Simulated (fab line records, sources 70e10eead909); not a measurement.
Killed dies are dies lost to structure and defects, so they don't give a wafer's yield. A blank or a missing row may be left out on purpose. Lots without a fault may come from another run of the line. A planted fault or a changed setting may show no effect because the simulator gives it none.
Which tool did it? | flow nand_harc | 6 lots, 18 wafers sampled, at 4 steps of a route of 1302

WHAT THE GAUGES READ, wafer by wafer
NHARC_A_M0_THK_MEAS_24: measures by xrf.
lot  | measured     | on            | thk_nm (nm)
L400 | day 23 06:17 | film_metro-01 | 113.7 114.1 113.8
L404 | day 25 01:50 | film_metro-01 | 115.4 115.1 113.5
L410 | day 27 02:20 | film_metro-01 | 113.6 114.2 114.7
L411 | day 27 17:25 | film_metro-02 | 112.1 115.8 115.7
L416 | day 30 01:35 | film_metro-01 | 115.0 116.3 114.4
L422 | day 32 02:37 | film_metro-01 | 114.1 113.6 115.7

WHICH TOOL RAN EACH LOT (tool, then ch and the chambers of the sampled wafers, then the start)
lot  | NHARC_A_M0_STRIP_18                | NHARC_A_M0_PVD_20                       | NHARC_A_M0_ANNEAL_30
L400 | rie_diel-13 ch 0,1, day 23 04:22   | pvd_sputter-02, day 23 05:37 or earlier | rtp_anneal-01 ch 0, day 23 05:37
L404 | rie_diel-13 ch 0,1,2, day 24 23:50 | pvd_sputter-02, day 25 01:11 or earlier | rtp_anneal-01 ch 0, day 25 01:11
L410 | rie_diel-13 ch 0,1, day 27 00:23   | pvd_sputter-02, day 27 01:40 or earlier | rtp_anneal-01 ch 0, day 27 01:40
L411 | rie_diel-13 ch 2,3, day 27 15:26   | pvd_sputter-03, day 27 16:45 or earlier | rtp_anneal-02 ch 0, day 27 16:45
L416 | rie_diel-12 ch 0,1,2, day 29 23:39 | pvd_sputter-03, day 30 00:58 or earlier | rtp_anneal-02, day 30 00:58
L422 | rie_diel-12 ch 0,1,3, day 32 00:42 | pvd_sputter-01, day 32 02:00 or earlier | rtp_anneal-01 ch 0, day 32 02:00
- NHARC_A_M0_STRIP_18: strips in N2/H2.
- NHARC_A_M0_PVD_20: deposits TaN, target thk 5 nm, time 8.06 s.
- NHARC_A_M0_ANNEAL_30: time 90 s.

THE ANSWER, worked out from the rows above alone
Rule: what is usual is taken from the lots themselves. Put in order of their means at a reading, lots are off if they are a third of the lots or fewer, leave a main group of 4 or more, and stand apart from it by a gap of 3 or more times the standard deviation of the main group's means; of several such gaps the widest counts. A main group whose means are all the same, to the digits that the tables above print for the reading, isn't used. A lot without any number at a reading at which 4 lots or more have one is off too. The other lots that the step has rows for count as sound.
No lot is off at any reading shown: from this, nothing can be told.

WHAT THE SIMULATOR HAD PUT IN
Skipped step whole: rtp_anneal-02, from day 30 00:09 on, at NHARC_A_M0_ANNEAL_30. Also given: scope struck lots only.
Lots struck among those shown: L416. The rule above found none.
